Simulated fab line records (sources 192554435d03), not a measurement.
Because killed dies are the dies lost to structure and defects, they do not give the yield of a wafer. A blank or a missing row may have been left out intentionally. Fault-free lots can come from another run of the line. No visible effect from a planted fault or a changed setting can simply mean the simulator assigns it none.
fab line records	flow n5-finfet
record lots=11	wafers=33	last-day=18
route steps=1938 shown WELL_APT@29 BEOL_M4@1111 PASSIVATION@1936
lots that met no fault: from a run of the same line without faults
start-h: the number of hours between the record's first day and the start of the first shown wafer of the lot	wait-h: hours since the lot's step before	" repeats the value in the row above	L1.1+2: one row covering several wafers at once	- no value, or no start was given	* or withheld: withheld	< > ~ a bound
route shown NAME@n: names a module that has steps shown in the file, with the first one's number in the route	usual: mean/standard deviation taken from wafers without a fault	same: alike in all rows	chamber/n: place in a boat	sites: each site's reading	_std_site: how widely they spread, as a standard deviation	_edge_site: the outer-site mean with the inner-site mean subtracted	radius-mm: how far each site lies from the wafer's centre	mask NAME#n: copy n	behind: tool/chamber where the wafer was last shaped	hold: the reason the lot was held/the length of the hold in hours/how it ended	device: names the non-switching transistor (n, p or np)	end of line: tests of these same wafers at the route's end	a step without rows: its recipe alone	killed: at the first sort, the dies lost to defects and structure; wafer yield is something else	map: dies across one wafer; x = killed, . = not, _ = none there
set.NAME: the setting that was run; set.NAME@STEP: the one run at that earlier step	model.NAME: the simulator's own value behind a step, which no gauge read
a sample of lots followed through the steps of the route, with each step as a table and each wafer as a row
services: the hour from which a tool's chamber was out of use, counted from the record's first day as start-h (under 0 if before that day), plus the number of hours and why
## steps
# step N5_WELL_APT_OVL_MEAS_09
# recipe points-per-wafer=44
# usual NWELL_OVL=2/5.4
# same points-per-wafer=44
lot.wafer	tool	chamber	start-h	wait-h	NWELL_OVL[nm]
L268.2	overlay-01	0	13.87	0.0	6
L268.5	"	0	"	"	-3
L268.6	"	0	"	"	3
L270.1	overlay-01	0	25.85	0.0	7
L270.2	"	0	"	"	8
L270.5	"	0	"	"	6
L271.1	overlay-02	0	31.73	0.0	-5
L271.2	"	0	"	"	-7
L271.5	"	0	"	"	-10
L273.2	overlay-01	0	43.71	0.0	11
L273.3	"	0	"	"	5
L273.4	"	0	"	"	7
L275.2	overlay-01	0	55.72	0.0	1
L275.5	"	0	"	"	-5
L275.6	"	0	"	"	4
L276.1	overlay-02	0	61.71	0.0	3
L276.5	"	0	"	"	4
L276.6	"	0	"	"	2
L277.1	overlay-01	0	67.86	0.0	1
L277.3	"	0	"	"	1
L277.4	"	0	"	"	-2
L280.3	overlay-02	0	85.71	0.0	2
L280.4	"	0	"	"	6
L280.5	"	0	"	"	-1
L283.1	overlay-02	0	103.77	0.0	-5
L283.3	"	0	"	"	-6
L283.5	"	0	"	"	-1
L288.2	overlay-02	0	133.61	0.0	7
L288.4	"	0	"	"	8
L288.6	"	0	"	"	6
L290.2	overlay-02	0	145.84	0.0	3
L290.4	"	0	"	"	2
L290.6	"	0	"	"	5
# step N5_WELL_APT_INSPECT_10
# recipe mode=adi	inspect-instrument=macro
# usual raw-defect-count=2.0/1.3
lot.wafer	tool	chamber	start-h	wait-h	raw-defect-count
L268.2	defect-inspect-02	-	13.89	0.0	3
L268.5	"	-	"	"	0
L268.6	"	-	"	"	3
L270.1	defect-inspect-02	-	25.88	0.0	1
L270.2	"	-	"	"	1
L270.5	"	-	"	"	3
L271.1	defect-inspect-02	-	31.76	0.0	3
L271.2	"	-	"	"	2
L271.5	"	-	"	"	3
L273.2	defect-inspect-01	-	43.73	0.0	3
L273.3	"	-	"	"	4
L273.4	"	-	"	"	3
L275.2	defect-inspect-01	-	55.74	0.0	2
L275.5	"	-	"	"	1
L275.6	"	-	"	"	2
L276.1	defect-inspect-01	-	61.73	0.0	2
L276.5	"	-	"	"	3
L276.6	"	-	"	"	3
L277.1	defect-inspect-01	-	67.89	0.0	5
L277.3	"	-	"	"	1
L277.4	"	-	"	"	0
L280.3	defect-inspect-02	-	85.74	0.0	1
L280.4	"	-	"	"	0
L280.5	"	-	"	"	1
L283.1	defect-inspect-01	-	103.79	0.0	3
L283.3	"	-	"	"	1
L283.5	"	-	"	"	2
L288.2	defect-inspect-01	-	133.63	0.0	5
L288.4	"	-	"	"	1
L288.6	"	-	"	"	3
L290.2	defect-inspect-02	-	145.86	0.0	2
L290.4	"	-	"	"	4
L290.6	"	-	"	"	1
# step N5_WELL_APT_IMPLANT_14
# recipe species=P	energy-kev=160	dose-cm2=1.5e+13	tilt-deg=0	rotation-deg=0
# usual dose-ions-cm2=1.5002e+13/1.6e+10	faraday-current-uA=190/3.8	rotation-deg=0.001/0.019
lot.wafer	tool	chamber	start-h	wait-h	dose-ions-cm2	faraday-current-uA	rotation-deg
L268.2	implanter-02	0	14.05	0.1	1.4989e+13	190	0.009
L268.5	"	0	"	"	1.5007e+13	186	0.005
L268.6	"	0	"	"	1.5029e+13	196	-0.011
L270.1	implanter-01	0	26.01	0.1	1.4988e+13	191	-0.001
L270.2	"	0	"	"	1.5002e+13	189	-0.001
L270.5	"	0	"	"	1.5001e+13	192	-0.009
L271.1	implanter-01	0	31.93	0.1	1.5053e+13	191	-0.031
L271.2	"	0	"	"	1.503e+13	193	-0.018
L271.5	"	0	"	"	1.5014e+13	188	-0.023
L273.2	implanter-01	0	44.13	0.1	1.8987e+13	238	0.002
L273.3	"	0	"	"	1.8956e+13	242	-0.019
L273.4	"	0	"	"	1.8969e+13	248	-0.027
L275.2	implanter-01	0	55.94	0.1	1.897e+13	239	0.057
L275.5	"	0	"	"	1.8978e+13	239	0.038
L275.6	"	0	"	"	1.8984e+13	233	0.016
L276.1	implanter-02	0	61.87	0.1	1.4965e+13	191	-0.012
L276.5	"	0	"	"	1.5002e+13	191	-0.032
L276.6	"	0	"	"	1.4986e+13	187	-0.025
L277.1	implanter-01	0	68.21	0.1	1.8974e+13	241	0.011
L277.3	"	0	"	"	1.8967e+13	237	0.009
L277.4	"	0	"	"	1.8988e+13	241	-0.013
L280.3	implanter-02	0	85.94	0.1	1.4999e+13	186	-0.023
L280.4	"	0	"	"	1.5001e+13	193	-0.012
L280.5	"	0	"	"	1.4995e+13	188	-0.020
L283.1	implanter-02	0	103.93	0.1	1.5028e+13	185	-0.028
L283.3	"	0	"	"	1.5001e+13	190	-0.024
L283.5	"	0	"	"	1.5014e+13	189	-0.003
L288.2	implanter-02	0	133.81	0.1	1.4998e+13	196	0.033
L288.4	"	0	"	"	1.501e+13	192	-0.009
L288.6	"	0	"	"	1.5003e+13	187	0.001
L290.2	implanter-02	0	146.02	0.1	1.5005e+13	186	0.042
L290.4	"	0	"	"	1.4953e+13	192	0.045
L290.6	"	0	"	"	1.5007e+13	184	0.025
# step N5_WELL_APT_DESCUM_30
# recipe chemistry=O2	time-s=7.9	source-power-w=50	bias-power-w=20	pressure-mtorr=20	rf-frequency-hz=2.712e+07	temp-c=40	o2-flow-sccm=225
# usual drypump-motor-current-A=5.9/0.61	oes-product-au=0.80/0.083	rf-vpp-V=243.5/1.6	showerhead-plenum-p-Torr=2.11/0.088	throttle-valve-pct=20.32/0.25
lot.wafer	tool	chamber	start-h	wait-h	drypump-motor-current-A	oes-product-au	rf-hours-counter-h	rf-vpp-V	showerhead-plenum-p-Torr	throttle-valve-pct
L268.2	rie-diel-01	1	15.04	0.0	6.1	0.89	39	245.8	2.23	20.40
L268.5	"	2	"	"	4.9	0.75	-	241.3	2.02	20.40
L268.6	"	0	"	"	6.8	0.78	-	243.7	2.10	20.44
L270.1	rie-diel-01	0	27.36	0.2	6.8	0.78	117	244.2	2.10	20.44
L270.2	"	3	"	"	5.1	0.94	3	244.6	2.04	19.88
L270.5	"	1	"	"	6.2	0.88	-	244.9	2.23	20.42
L271.1	rie-diel-05	0	32.95	0.0	5.6	0.71	197	244.2	2.18	20.71
L271.2	"	1	"	"	6.5	0.75	156	243.5	2.07	19.91
L271.5	"	2	"	"	5.6	0.75	-	244.9	2.18	20.58
L273.2	rie-diel-02	1	45.57	0.3	6.5	0.68	242	242.0	1.96	20.31
L273.3	"	0	"	"	6.2	0.75	154	244.9	2.17	20.00
L273.4	"	3	"	"	5.9	0.69	241	241.0	1.99	20.75
L275.2	rie-diel-02	0	56.93	0.0	6.2	0.73	157	244.5	2.17	20.01
L275.5	"	2	"	"	5.7	0.86	-	245.2	2.12	20.28
L275.6	"	0	"	"	6.2	0.74	-	245.8	2.17	20.02
L276.1	rie-diel-01	1	62.89	0.0	6.1	0.86	54	246.1	2.23	20.42
L276.5	"	2	"	"	4.9	0.74	-	242.6	2.01	20.40
L276.6	"	1	"	"	6.1	0.86	-	244.7	2.23	20.41
L277.1	rie-diel-02	3	69.36	0.0	6.0	0.68	250	242.3	1.99	20.78
L277.3	"	0	"	"	6.2	0.73	163	244.8	2.17	19.99
L277.4	"	3	"	"	5.9	0.68	-	241.7	1.99	20.78
L280.3	rie-diel-01	1	87.29	0.0	6.2	0.86	61	245.6	2.22	20.42
L280.4	"	0	"	"	6.8	0.76	136	243.8	2.09	20.47
L280.5	"	1	"	"	6.2	0.85	-	244.2	2.22	20.43
L283.1	rie-diel-02	3	105.20	0.0	5.9	0.98	8	244.7	2.25	20.53
L283.3	"	0	"	"	6.2	0.72	180	244.4	2.16	20.04
L283.5	"	0	"	"	6.2	0.72	-	242.8	2.16	20.05
L288.2	rie-diel-02	0	135.23	0.3	6.3	0.72	191	243.8	2.16	20.05
L288.4	"	1	"	"	6.5	0.96	6	245.4	2.22	19.91
L288.6	"	0	"	"	6.3	0.71	-	245.1	2.16	20.06
L290.2	rie-diel-02	1	147.17	0.0	6.5	0.95	11	244.1	2.22	19.93
L290.4	"	2	"	"	5.7	0.82	75	243.3	2.11	20.31
L290.6	"	3	"	"	6.0	0.94	-	245.6	2.24	20.54
# step N5_BEOL_M4_RC_MEAS_101
# usual DIBL_N=36.3/1.8	DIBL_P=36.5/2.1	IOFF_N=0.16/0.031	IOFF_P=0.22/0.038	ION_N=677/12	ION_P=466/7.8	RS_NWELL=1036/6.1	SS_N=71.5/0.61	SS_P=73.2/0.7	VT_N=249/3	VT_P=-248.9/3
lot.wafer	tool	chamber	start-h	wait-h	DIBL_N[mV/V]	DIBL_P[mV/V]	IOFF_N[nA/um]	IOFF_P[nA/um]	ION_N[uA/um]	ION_P[uA/um]	RS_NWELL[ohm/sq]	SS_N[mV/dec]	SS_P[mV/dec]	VT_N[mV]	VT_P[mV]
L268.2	prober-02	0	187.03	1.1	34.6	35.1	0.14	0.22	676	472	1030	71.2	73.5	251	-245.7
L268.5	"	0	"	"	36.4	37.0	0.17	0.24	682	474	1026	70.5	73.3	246	-246.0
L268.6	"	0	"	"	34.8	34.2	0.13	0.21	662	464	1038	71.4	72.3	252	-249.5
L270.1	prober-02	0	200.24	0.0	38.2	38.6	0.20	0.24	693	464	1048	72.0	73.6	247	-246.9
L270.2	"	0	"	"	36.2	36.3	0.17	0.20	688	462	1039	71.4	72.0	250	-250.2
L270.5	"	0	"	"	39.2	38.9	0.22	0.27	691	466	1034	72.4	73.8	244	-246.2
L271.1	prober-02	0	201.17	0.8	35.9	36.8	0.15	0.20	667	456	1036	72.2	73.3	250	-249.2
L271.2	"	0	"	"	36.7	37.7	0.17	0.22	664	459	1037	72.4	73.4	252	-251.5
L271.5	"	0	"	"	36.4	37.2	0.16	0.20	687	463	1037	71.9	73.5	248	-251.7
L276.1	prober-02	0	226.11	0.0	36.3	36.3	0.14	0.18	665	455	1039	71.3	73.1	252	-255.5
L276.5	"	0	"	"	34.8	34.0	0.12	0.15	664	455	1036	71.0	72.9	256	-258.4
L276.6	"	0	"	"	38.2	39.1	0.18	0.22	693	465	1036	70.9	74.1	249	-252.0
L273.2	prober-01	0	231.71	0.2	38.0	38.8	0.20	0.24	697	470	914	72.1	74.1	246	-249.7
L273.3	"	0	"	"	38.9	39.3	0.21	0.25	705	468	909	71.5	74.0	246	-250.0
L273.4	"	0	"	"	37.6	37.4	0.17	0.22	679	458	906	71.4	74.1	249	-252.2
L277.1	prober-02	0	234.31	0.0	34.3	34.6	0.14	0.21	661	460	910	71.6	73.9	251	-247.7
L277.3	"	0	"	"	34.2	35.0	0.15	0.21	677	472	905	71.1	73.3	250	-246.4
L277.4	"	0	"	"	34.7	35.8	0.14	0.21	662	460	915	72.2	73.0	252	-247.3
L280.3	prober-01	0	249.30	0.3	37.9	38.5	0.17	0.26	681	468	1036	71.8	73.0	249	-246.4
L280.4	"	0	"	"	34.4	33.2	0.11	0.18	655	456	1033	70.1	71.7	257	-253.3
L280.5	"	0	"	"	35.5	34.8	0.13	0.20	670	465	1029	70.9	72.9	253	-249.0
L283.1	prober-02	0	278.13	0.0	35.1	36.2	0.16	0.21	657	455	1042	71.8	73.9	251	-250.5
L283.3	"	0	"	"	34.8	35.9	0.16	0.21	670	459	1042	70.6	72.9	250	-249.4
L283.5	"	0	"	"	37.0	38.6	0.20	0.26	687	471	1028	71.7	72.8	246	-247.5
L288.2	prober-02	0	300.58	0.2	33.1	33.0	0.12	0.19	661	466	1033	70.7	71.9	255	-247.7
L288.4	"	0	"	"	34.5	34.4	0.14	0.21	685	470	1036	70.8	73.4	251	-247.6
L288.6	"	0	"	"	35.5	35.7	0.16	0.23	669	469	1038	70.9	72.7	248	-248.0
L290.2	prober-01	0	316.46	0.2	36.1	36.8	0.17	0.23	682	469	1033	71.8	73.2	248	-249.1
L290.4	"	0	"	"	36.2	36.5	0.16	0.23	682	475	1044	71.7	72.9	248	-246.7
L290.6	"	0	"	"	36.2	37.3	0.16	0.25	683	467	1032	71.4	73.1	249	-244.5
# step N5_PASSIVATION_PROBE_49
# usual defect-limited-yield=91.2/1.5	killed_at_M0_to_M3=33/9.6	killed_at_M4_up=14/5.6	killed-at-contacts=14/5.5	killed-at-front-end=40/13	killed-at-other=4/3	killed-dies=104/17	killed-open=68/13	killed-short=33/7.2	sort_bin_5_function=5.2/0.95	sort_bin_6_memory=3.3/0.62	sort-n-pass=1076/17	sort-yield-pct=91.2/1.5
# same gross-dies=1180	killed-at-back-side=0	sort_bin_4_leakage[%]=0	sort_bin_8_speed[%]=0
lot.wafer	tool	chamber	start-h	wait-h	defect-limited-yield[%]	killed_at_M0_to_M3	killed_at_M4_up	killed-at-contacts	killed-at-front-end	killed-at-other	killed-dies	killed-open	killed-short	sort_bin_5_function[%]	sort_bin_6_memory[%]	sort-n-pass	sort-yield-pct[%]
L268.2	prober-02	-	293.71	0.1	92.9	32	17	15	19	1	84	54	26	4.6	2.5	1096	92.9
L268.5	prober-02	-	293.86	0.2	93.8	21	16	13	20	3	73	44	25	3.9	1.8	1107	93.8
L268.6	prober-02	-	293.91	0.3	91.3	38	20	14	22	9	103	73	27	5.5	3.0	1077	91.3
L276.1	prober-02	-	331.90	0.0	91.5	41	18	7	34	0	100	68	30	5.2	3.1	1080	91.5
L276.5	prober-02	-	332.10	0.2	92.8	23	10	13	37	2	85	48	33	4.2	2.8	1095	92.8
L276.6	prober-02	-	332.15	0.3	89.8	54	21	8	35	2	120	73	44	5.9	3.6	1060	89.8
L280.3	prober-02	-	346.95	0.1	90.8	20	7	8	70	4	109	69	40	6.1	2.8	1071	90.8
L280.4	prober-02	-	347.00	0.2	92.6	19	7	14	45	2	87	59	26	4.1	2.8	1093	92.6
L280.5	prober-02	-	347.05	0.2	92.4	24	13	14	38	1	90	61	27	4.5	2.8	1090	92.4
L277.1	prober-02	-	347.15	0.2	90.6	28	21	16	41	5	111	77	31	5.8	3.2	1069	90.6
L277.3	prober-02	-	347.25	0.3	89.3	40	20	12	48	6	126	86	39	6.7	3.8	1054	89.3
L277.4	prober-02	-	347.30	0.4	92.6	28	14	14	30	1	87	56	28	4.4	2.7	1093	92.6
L283.1	prober-01	-	387.20	0.0	89.7	38	17	23	34	9	121	86	34	5.6	4.2	1059	89.7
L283.3	prober-01	-	387.30	0.1	90.8	54	9	17	26	2	108	69	36	5.9	3.0	1072	90.8
L283.5	prober-01	-	387.40	0.2	89.8	43	10	19	41	7	120	74	45	5.8	4.3	1060	89.8
# killed by level:class
L268.2 MOL_CONTACT_COAG:geometric-particle:open=12 BEOL_M1:geometric-particle:open=8 BEOL_M0_SAQP:geometric-particle:short=7 BEOL_M3:geometric-particle:open=7 BEOL_M4:geometric-particle:open=7 FIN_SAQP:geometric-particle:short=4 STI_FIN_REVEAL:geometric-particle:open=3 MOL_CONTACT_COAG:geometric-particle:short=3
L268.5 MOL_CONTACT_COAG:geometric-particle:open=11 BEOL_M0_SAQP:geometric-particle:open=5 BEOL_M2:geometric-particle:open=5 FIN_SAQP:geometric-particle:open=4 GATE_CUT:geometric-particle:short=4 BEOL_M5:geometric-particle:open=4 BEOL_M3:geometric-particle:open=3 BEOL_M5:geometric-particle:short=3
L268.6 MOL_CONTACT_COAG:geometric-particle:open=14 BEOL_M0_SAQP:geometric-particle:open=12 GATE_CUT:geometric-particle:open=10 BEOL_M5:geometric-particle:open=8 GATE_CUT:geometric-particle:short=5 BEOL_M2:geometric-particle:open=5 BEOL_M4:geometric-particle:open=4 BEOL_M0_SAQP:geometric-particle:short=4
L276.1 BEOL_M2:geometric-particle:open=12 STI_FIN_REVEAL:geometric-particle:open=9 BEOL_M4:geometric-particle:open=8 FIN_SAQP:geometric-particle:short=7 BEOL_M1:geometric-particle:open=7 MOL_CONTACT_COAG:geometric-particle:open=6 BEOL_M0_SAQP:geometric-particle:short=6 ILD0:geometric-particle:short=5
L276.5 FIN_SAQP:geometric-particle:short=13 MOL_CONTACT_COAG:geometric-particle:open=12 BEOL_M0:geometric-particle:open=5 FIN_SAQP:geometric-particle:open=4 BEOL_M2:geometric-particle:short=4 STI_FIN_REVEAL:geometric-particle:open=4 ILD0:geometric-particle:short=4 BEOL_M0_SAQP:geometric-particle:short=4
L276.6 BEOL_M2:geometric-particle:open=14 BEOL_M0_SAQP:geometric-particle:short=13 BEOL_M0_SAQP:geometric-particle:open=10 FIN_SAQP:geometric-particle:short=9 BEOL_M3:geometric-particle:open=7 BEOL_M4:geometric-particle:open=7 BEOL_M2:geometric-particle:short=6 ILD0:geometric-particle:short=5
L280.3 STI_FIN_REVEAL:geometric-particle:open=18 FIN_SAQP:geometric-particle:short=16 MOL_CONTACT_COAG:geometric-particle:open=8 GATE_CUT:geometric-particle:short=7 SPACER0:geometric-particle:open=6 STI_FIN_REVEAL:geometric-particle:short=4 SPACER0:geometric-particle:short=4 BEOL_M0_SAQP:geometric-particle:open=4
L280.4 GATE_CUT:geometric-particle:open=11 MOL_CONTACT_COAG:geometric-particle:open=11 STI_FIN_REVEAL:geometric-particle:open=7 FIN_SAQP:geometric-particle:open=5 BEOL_M0_SAQP:geometric-particle:open=5 BEOL_M1:geometric-particle:open=5 FIN_SAQP:geometric-particle:short=4 STI_FIN_REVEAL:geometric-particle:short=4
L280.5 MOL_CONTACT_COAG:geometric-particle:open=9 DUMMY_GATE:geometric-particle:open=8 GATE_CUT:geometric-particle:open=6 BEOL_M1:geometric-particle:open=6 MOL_CONTACT_COAG:geometric-particle:short=5 FIN_SAQP:geometric-particle:open=4 FIN_SAQP:geometric-particle:short=4 STI_FIN_REVEAL:geometric-particle:open=4
L277.1 MOL_CONTACT_COAG:geometric-particle:open=13 STI_FIN_REVEAL:geometric-particle:open=11 FIN_SAQP:geometric-particle:open=8 BEOL_M4:geometric-particle:open=8 BEOL_M0_SAQP:geometric-particle:open=7 BEOL_M3:geometric-particle:open=6 FIN_SAQP:geometric-particle:short=5 GATE_CUT:geometric-particle:short=5
L277.3 BEOL_M3:geometric-particle:open=15 STI_FIN_REVEAL:geometric-particle:open=13 MOL_CONTACT_COAG:geometric-particle:open=10 FIN_SAQP:geometric-particle:open=9 FIN_SAQP:geometric-particle:short=6 BEOL_M0_SAQP:geometric-particle:open=6 BEOL_M2:geometric-particle:open=6 BEOL_M4:geometric-particle:open=6
L277.4 MOL_CONTACT_COAG:geometric-particle:open=10 FIN_SAQP:geometric-particle:open=9 FIN_SAQP:geometric-particle:short=8 BEOL_M3:geometric-particle:open=8 BEOL_M0_SAQP:geometric-particle:short=8 STI_FIN_REVEAL:geometric-particle:open=4 MOL_CONTACT_COAG:geometric-particle:short=4 BEOL_M0_SAQP:geometric-particle:open=4
L283.1 MOL_CONTACT_COAG:geometric-particle:open=18 BEOL_M3:geometric-particle:open=14 FIN_SAQP:geometric-particle:open=13 BEOL_M1:geometric-particle:open=10 STI_FIN_REVEAL:geometric-particle:open=6 MOL_CONTACT_COAG:geometric-particle:short=5 BEOL_M1:geometric-particle:short=5 BEOL_M5:geometric-particle:open=5
L283.3 BEOL_M1:geometric-particle:open=14 BEOL_M0_SAQP:geometric-particle:short=11 MOL_CONTACT_COAG:geometric-particle:open=11 BEOL_M3:geometric-particle:open=9 BEOL_M0_SAQP:geometric-particle:open=8 BEOL_M2:geometric-particle:open=7 MOL_CONTACT_COAG:geometric-particle:short=6 GATE_CUT:geometric-particle:short=4
L283.5 MOL_CONTACT_COAG:geometric-particle:open=16 FIN_SAQP:geometric-particle:short=15 BEOL_M0_SAQP:geometric-particle:open=12 BEOL_M0_SAQP:geometric-particle:short=11 FIN_SAQP:geometric-particle:open=9 BEOL_M3:geometric-particle:open=6 BEOL_M2:geometric-particle:open=5 BEOL_M4:geometric-particle:open=5
## services
tool	chamber	start-h	hours	kind
implanter-01	-	-8.32	1.1	repair
rie-diel-01	1	-6.11	1.9	repair
rie-diel-05	3	-5.59	5.0	repair
implanter-01	-	-2.74	1.7	repair
implanter-02	-	24.58	3.9	repair
rie-diel-02	0	44.15	1.3	repair
rie-diel-02	-	44.53	0.1	repair
rie-diel-02	1	54.43	23.6	repair
implanter-01	-	64.87	2.7	repair
rie-diel-02	3	78.32	-	clean
rie-diel-02	3	78.32	-	consumable-replace:focus-ring
rie-diel-02	3	78.32	-	consumable-replace:showerhead
rie-diel-02	3	78.32	12.3	scheduled-down
rie-diel-02	3	78.32	12.3	vent-cycle
implanter-02	-	86.27	4.0	repair
rie-diel-02	1	90.78	3.3	repair
rie-diel-02	1	94.14	-	clean
rie-diel-02	1	94.14	-	consumable-replace:focus-ring
rie-diel-02	1	94.14	-	consumable-replace:showerhead
rie-diel-02	1	94.14	24.2	scheduled-down
rie-diel-02	1	94.14	24.2	vent-cycle
rie-diel-05	2	107.24	8.5	repair
implanter-01	-	117.11	4.7	pm
implanter-02	-	122.76	3.2	pm
## key
first-sign step=N5_WELL_APT_IMPLANT_14	reading=dose-ions-cm2	direction=up	sigmas=99+	usual=1.5002e+13	struck=1.8975e+13
effect step=N5_WELL_APT_IMPLANT_14	reading=faraday-current-uA	direction=up	sigmas=13	usual=190	struck=240
effect step=N5_BEOL_M4_RC_MEAS_101	reading=RS_NWELL	direction=down	sigmas=21	usual=1036	struck=910
met-at N5_WELL_APT_IMPLANT_14
struck-lots L273,L275,L277
rows-end L273.2,L273.3,L273.4,L275.2,L275.5,L275.6
not-acting-at N5_WELL_APT_OVL_MEAS_09,N5_WELL_APT_INSPECT_10,N5_WELL_APT_DESCUM_30
onset-between 31.93 44.13
fault kind=process-parameter-drift	tool=implanter-01	chamber=-	onset-h=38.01	steps=N5_WELL_APT_IMPLANT_14	channel=dose-cm2	offset=3.9785e+12	shape=step	acts-in=these-recipes-only	stated=1.5e+13
# rows-end: these wafers met a further fault down the route, and their rows from its step on are left out
